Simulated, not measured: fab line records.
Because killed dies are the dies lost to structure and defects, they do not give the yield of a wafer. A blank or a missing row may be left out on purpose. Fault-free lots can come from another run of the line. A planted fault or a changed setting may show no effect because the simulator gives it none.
Which tool was responsible? + flow n5_finfet + 35 wafers from 12 lots sampled at 4 of the route's 1938 steps

WHAT THE GAUGES SHOWED, per wafer
N5_BEOL_M13_CD_MEAS_17 targets a cd of 190 nm. Usual: 189.7 nm for cd_nm, sd 2.1.
| lot  | measured     | on        | cd_nm (nm)        | flag |
|------|--------------|-----------|-------------------|------|
| L725 | day 12 08:45 | cd_sem-03 | 190.0 190.9       |      |
| L723 | day 12 13:31 | cd_sem-03 | 191.6 193.6 192.2 |      |
| L727 | day 13 13:49 | cd_sem-01 | 192.5 192.3 191.9 |      |
| L729 | day 13 17:23 | cd_sem-01 | 188.2 189.1 189.6 |      |
| L728 | day 13 17:46 | cd_sem-02 | 188.7 187.2 190.1 |      |
| L730 | day 13 18:16 | cd_sem-03 | 191.9 192.9 193.4 |      |
| L732 | day 14 22:50 | cd_sem-03 | 193.5 191.9 193.6 |      |
| L733 | day 15 04:37 | cd_sem-01 | 188.8 188.4 190.1 |      |
| L736 | day 15 09:40 | cd_sem-02 | 188.4 187.0 187.8 |      |
| L743 | day 17 15:53 | cd_sem-03 | 192.1 188.8 191.3 |      |
| L744 | day 17 21:37 | cd_sem-03 | 188.2 188.2 187.1 |      |
| L745 | day 18 07:50 | cd_sem-02 | 187.0 186.8 187.4 |      |

N5_BEOL_M14_THK_MEAS_01. Usual: M14_ILD_THK gives 1121 nm (standard deviation 15).
| lot  | measured     | on            | M14_ILD_THK (nm) | flag |
|------|--------------|---------------|------------------|------|
| L725 | day 12 14:27 | film_metro-01 | 1111 1100        |      |
| L723 | day 12 17:31 | film_metro-02 | 1124 1118 1149   |      |
| L727 | day 13 17:40 | film_metro-02 | 1110 1094 1107   |      |
| L729 | day 13 20:26 | film_metro-02 | 1116 1109 1112   |      |
| L728 | day 14 02:01 | film_metro-01 | 1102 1096 1108   |      |
| L730 | day 14 08:22 | film_metro-02 | 1117 1133 1142   |      |
| L732 | day 15 02:55 | film_metro-02 | 1117 1109 1110   |      |
| L733 | day 15 08:25 | film_metro-01 | 1100 1111 1120   |      |
| L736 | day 15 18:55 | film_metro-02 | 1104 1124 1130   |      |
| L743 | day 17 21:11 | film_metro-02 | 1123 1132 1153   |      |
| L744 | day 18 00:54 | film_metro-01 | 1116 1135 1126   |      |
| L745 | day 18 15:50 | film_metro-01 | 1112 1117 1118   |      |

WHICH TOOL RAN EACH LOT (tool, then ch and the chambers of the sampled wafers, then the start)
| lot  | N5_BEOL_M13_ETCH_38                | N5_BEOL_M13_SPUTTER_45       |
|------|------------------------------------|------------------------------|
| L725 | rie_diel-02 ch 0,3, day 12 11:57   | pvd_sputter-03, day 12 13:12 |
| L723 | rie_diel-01 ch 0,2, day 12 14:58   | pvd_sputter-02, day 12 15:59 |
| L727 | rie_diel-01 ch 2,3, day 13 15:29   | pvd_sputter-02, day 13 16:24 |
| L729 | rie_diel-02 ch 1,2,3, day 13 18:38 | pvd_sputter-03, day 13 19:11 |
| L728 | rie_diel-02 ch 0,1,2, day 13 23:47 | pvd_sputter-01, day 14 00:34 |
| L730 | rie_diel-01 ch 0,3, day 14 06:29   | pvd_sputter-01, day 14 07:06 |
| L732 | rie_diel-01 ch 0,2,3, day 15 00:32 | pvd_sputter-01, day 15 01:28 |
| L733 | rie_diel-01 ch 0,3, day 15 05:58   | pvd_sputter-02, day 15 07:08 |
| L736 | rie_diel-01 ch 0,1,2, day 15 16:04 | pvd_sputter-01, day 15 16:44 |
| L743 | rie_diel-02 ch 1,2,3, day 17 18:50 | pvd_sputter-03, day 17 19:22 |
| L744 | rie_diel-02 ch 1,2, day 17 23:05   | pvd_sputter-03, day 17 23:31 |
| L745 | rie_diel-01 ch 0,1,2, day 18 13:35 | pvd_sputter-02, day 18 14:26 |
- N5_BEOL_M13_ETCH_38: etches SiCN in CF4/N2, target depth 67.5 nm, time 71.9 s.
- N5_BEOL_M13_SPUTTER_45: material Cu, target thk 80 nm, time 13.33 s.

AS READ BY THE TOOLS THEMSELVES (means over the sampled wafers that have a number; for cases with no such wafer, the mark the record gives instead)
N5_BEOL_M13_ETCH_38. Usual: drypump_motor_current_A 5.90 A, standard deviation 0.29; oes_product_au 0.82 a.u., standard deviation 0.073; rf_vpp_V 383.2 V, standard deviation 1.6; showerhead_plenum_p_Torr 2.25 Torr, standard deviation 0.051; throttle_valve_pct 15.46 %, standard deviation 0.23.
| lot  | tool        | drypump_motor_current_A (A) | oes_product_au (a.u.) | rf_vpp_V (V) | showerhead_plenum_p_Torr (Torr) | throttle_valve_pct (%) | flag |
|------|-------------|-----------------------------|-----------------------|--------------|---------------------------------|------------------------|------|
| L725 | rie_diel-02 | 5.85                        | 0.79                  | 384.6        | 2.30                            | 15.59                  |      |
| L723 | rie_diel-01 | 6.02                        | 0.90                  | 385.5        | 2.29                            | 15.40                  |      |
| L727 | rie_diel-01 | 5.85                        | 0.85                  | 383.8        | 2.26                            | 15.44                  |      |
| L729 | rie_diel-02 | 6.03                        | 0.79                  | 383.2        | 2.25                            | 15.34                  |      |
| L728 | rie_diel-02 | 5.78                        | 0.74                  | 382.8        | 2.23                            | 15.55                  |      |
| L730 | rie_diel-01 | 6.00                        | 0.80                  | 382.8        | 2.22                            | 15.60                  |      |
| L732 | rie_diel-01 | 5.99                        | 0.83                  | 384.2        | 2.26                            | 15.53                  |      |
| L733 | rie_diel-01 | 5.97                        | 0.80                  | 383.0        | 2.22                            | 15.62                  |      |
| L736 | rie_diel-01 | 5.99                        | 0.85                  | 383.9        | 2.27                            | 15.50                  |      |
| L743 | rie_diel-02 | 6.04                        | 0.84                  | 383.9        | 2.24                            | 15.23                  |      |
| L744 | rie_diel-02 | 5.85                        | 0.84                  | 382.2        | 2.22                            | 15.22                  |      |
| L745 | rie_diel-01 | 5.97                        | 0.82                  | 383.2        | 2.26                            | 15.56                  |      |

N5_BEOL_M13_SPUTTER_45. Usual: cathode_dc_power_W 26000 W, standard deviation 4.3; throttle_valve_pct 30.3 %, standard deviation 1.2.
| lot  | tool           | cathode_dc_power_W (W) | throttle_valve_pct (%) | flag |
|------|----------------|------------------------|------------------------|------|
| L725 | pvd_sputter-03 | 26000                  | 30.2                   |      |
| L723 | pvd_sputter-02 | 26002                  | 29.1                   |      |
| L727 | pvd_sputter-02 | 26001                  | 29.1                   |      |
| L729 | pvd_sputter-03 | 26000                  | 29.5                   |      |
| L728 | pvd_sputter-01 | 25998                  | 31.5                   |      |
| L730 | pvd_sputter-01 | 25999                  | 30.7                   |      |
| L732 | pvd_sputter-01 | 25077                  | 31.5                   | OFF  |
| L733 | pvd_sputter-02 | 25998                  | 29.1                   |      |
| L736 | pvd_sputter-01 | 24158                  | 31.0                   | OFF  |
| L743 | pvd_sputter-03 | 25999                  | 30.0                   |      |
| L744 | pvd_sputter-03 | 25998                  | 29.2                   |      |
| L745 | pvd_sputter-02 | 26002                  | 29.5                   |      |

THE ANSWER, worked out from the rows above alone
Rule: lot off if the mean of its wafers having a number is beyond 3 standard deviations from the usual mean. A lot without any number at a reading at which 4 lots or more have one is off too. Where the step has rows for the other lots, those lots are counted as sound. First the gauges in route order, then the tools' own readings, where a lot's mean is used as printed above. At the first step where some lot is off, the reading lying furthest off is the one used; lots without a number count as furthest.
Off: L732, L736 (N5_BEOL_M13_SPUTTER_45, cathode_dc_power_W).
If a tool, at that step or one of the process steps before it, ran each lot that is off and ran no sound lot following the first of them, it fits. One fits: pvd_sputter-01 at N5_BEOL_M13_SPUTTER_45. A fault onset in the window from L730 (day 14 07:06, its last sound lot) to L732 (day 15 01:28, its first lot off) fits.
On the lots that are off, the tool's own readings at N5_BEOL_M13_SPUTTER_45 differ by more than 5 times the standard deviation of the sound lots' means, which bears it out; cathode_dc_power_W reads 24618 W there versus 26000 W on the sound lots.

WHAT WAS PUT IN BY THE SIMULATOR
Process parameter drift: pvd_sputter-01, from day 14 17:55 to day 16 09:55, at N5_BEOL_M13_SPUTTER_45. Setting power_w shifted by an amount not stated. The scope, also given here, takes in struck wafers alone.
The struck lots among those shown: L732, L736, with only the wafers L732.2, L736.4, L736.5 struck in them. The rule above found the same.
